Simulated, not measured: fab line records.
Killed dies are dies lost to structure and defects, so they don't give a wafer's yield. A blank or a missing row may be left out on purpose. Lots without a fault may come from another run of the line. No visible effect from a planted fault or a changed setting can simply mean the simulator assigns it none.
Struck lot and sound lot, side by side -- flow n5_finfet -- 42 steps out of a route of 1938
Sound: wafers L840.1, L840.2, L840.3. Wafers struck: L857.1, L857.4, L857.6. Last of all comes the cause.
Order at every step that has rows: each side's tool, ch and its chambers, its first start. Under that, the readings that differ: sound wafers -- struck wafers -- difference of the means -- sigmas: that difference in standard deviations of wafers without a fault.
alike: readings with means less than 2 such deviations apart, plus words and numbers identical on both sides. not compared: withheld readings, readings lacking a value on some wafer, bounds such as >300 that could conceal the same value, and numbers that have no deviation in the record and whose values overlap.
The two part at a step that has a row with sigmas, a row that says differs or no value, or rows on one side only. Numbers that have no deviation but don't overlap get no sigmas and don't part them. Lack of a reading on every wafer of one side parts them only where that side has two or more wafers.

first, 9 steps without rows for these wafers: N5_SD_EPI_N_COAT_32 (time 60 s, resist thk 350 nm); N5_SD_EPI_N_COAT_33 (time 60 s, resist thk 35 nm); N5_SD_EPI_N_COAT_03 (resist thk 150 nm); N5_SD_EPI_N_EBR_05; N5_SD_EPI_N_SOFTBAKE_04 (time 60 s); N5_SD_EPI_N_EXPOSE_06 (exposes mask SD N BLK, target cd 120 nm); N5_SD_EPI_N_PEB_07 (peb time 60 s); N5_SD_EPI_N_DEVELOP_08 (develop time 30 s); N5_SD_EPI_N_DESCUM_14 (chemistry O2, time 7.9 s).
N5_SD_EPI_N_ETCH_34: etches SiARC in CF4, target depth 45.5 nm, time 75.8 s.
  sound on rie_diel-04 ch 0,2,3, day 3 19:25; struck on rie_diel-03 ch 0,2, day 8 01:14
  alike: drypump_motor_current_A, etch_rf_on_time_s, oes_product_au, rf_vpp_V, showerhead_plenum_p_Torr, throttle_valve_pct
  not compared: rf_hours_counter_h
then, 18 steps without rows for these wafers: N5_SD_EPI_N_ETCH_35 (etches SOC in N2/H2, overetch 108 nm, time 486 s); N5_SD_EPI_N_STRIP_36 (strips in N2/H2); N5_SD_EPI_N_ETCHBACK_44 (etches SiNx in CH3F/O2, stops on SiO2, target depth 14.5 nm); N5_SD_EPI_N_ETCH_45 (etches SiOCN in CH3F/O2, target depth 6 nm); N5_SD_EPI_N_ETCH_16 (etches SiO2 in CHF3/O2, target depth 5 nm); N5_SD_EPI_N_STRIP_47 (strips in CHF3/O2); N5_SD_EPI_N_SD_RECESS_17 (chemistry HBr/Cl2/O2, target depth 41 nm, time 23.7 s, bt time 3 s); N5_SD_EPI_N_STRIP_38 (strips in N2/H2); N5_SD_EPI_N_WET_ETCH_43 (etches SiO2 in dHF, time 14 s, target depth 1.5 nm); N5_SD_EPI_N_STRIP_18 (strips in SPM, time 750 s); N5_SD_EPI_N_SRD_20 (time 30 s); N5_SD_EPI_N_PRECLEAN_48 (cleans in NF3:NH3, afs cycles 2, time 20 s, sublimation time 60 s); N5_SD_EPI_N_VAPOR_ETCH_50 (etches Si in HCl, time 54 s); N5_SD_EPI_N_EPI_21 (deposits Si:P, time 690 s); N5_SD_EPI_N_PRECLEAN_24 (cleans in O3/DIW, time 60 s); N5_SD_EPI_N_SRD_25 (time 30 s); N5_SD_EPI_N_PRECLEAN_49 (cleans in NF3:NH3, afs cycles 1, time 20 s, sublimation time 60 s); N5_SD_EPI_N_LINER_46 (material SiNx, target thk 3 nm).
N5_SD_EPI_N_INSPECT_26: inspects for defects (darkfield).
  sound on defect_inspect-01, day 4 02:23; struck on defect_inspect-01, day 8 05:56
reading,sound,struck,difference,sigmas
raw_defect_count,171 223 310,748 784 781,+536,+14
then, 8 steps without rows for these wafers: N5_SD_EPI_P_COAT_34 (time 60 s, resist thk 350 nm); N5_SD_EPI_P_COAT_35 (time 60 s, resist thk 35 nm); N5_SD_EPI_P_COAT_03 (resist thk 150 nm); N5_SD_EPI_P_EBR_05; N5_SD_EPI_P_SOFTBAKE_04 (time 60 s); N5_SD_EPI_P_EXPOSE_06 (exposes mask SD P BLK, target cd 240 nm); N5_SD_EPI_P_PEB_07 (peb time 60 s); N5_SD_EPI_P_DEVELOP_08 (develop time 30 s).
N5_SD_EPI_P_INSPECT_11: inspects for defects (macro).
  sound on defect_inspect-01, day 4 02:43; struck on defect_inspect-02, day 8 06:23
reading,sound,struck,difference,sigmas
raw_defect_count,0 4 3,>300 >300 >300,differs,
N5_SD_EPI_P_INSPECT_26: inspects for defects (darkfield).
  sound on defect_inspect-02, day 4 10:18; struck on defect_inspect-02, day 8 10:59
reading,sound,struck,difference,sigmas
raw_defect_count,131 215 206,731 743 714,+545,+15
N5_SD_ACTIVATION_INSPECT_02: inspects for defects (darkfield).
  sound on defect_inspect-02, day 4 11:08; struck on defect_inspect-01, day 8 11:44
reading,sound,struck,difference,sigmas
raw_defect_count,128 204 223,721 740 706,+537,+15
-- the record jumps here: 4 days lie between the struck wafers' starts before and after (it left off in module SD_ACTIVATION and takes up again in module BEOL_M4, whose first step shown is number 1111 of the route) --
N5_BEOL_M4_RC_MEAS_101:
  sound on prober-01 ch 0, day 8 14:11; struck on prober-01 ch 0, day 12 12:34
  alike: DIBL_N, DIBL_P, IOFF_N, IOFF_P, ION_N, ION_P, SS_N, SS_P, VT_N, VT_P
-- record jumps: 4 days separate the struck wafers' starts on either side; left off in module BEOL_M4, taken up again in module PASSIVATION, whose first shown step is the route's number 1936 --
N5_PASSIVATION_PROBE_49:
  rows exist in the record for the struck wafers here (prober-02, day 16 19:20), but not for the sound ones

## WHERE THEY PART
At N5_SD_EPI_N_INSPECT_26 first; at N5_PASSIVATION_PROBE_49 last (within this record only).

WHY: what the simulator had put in
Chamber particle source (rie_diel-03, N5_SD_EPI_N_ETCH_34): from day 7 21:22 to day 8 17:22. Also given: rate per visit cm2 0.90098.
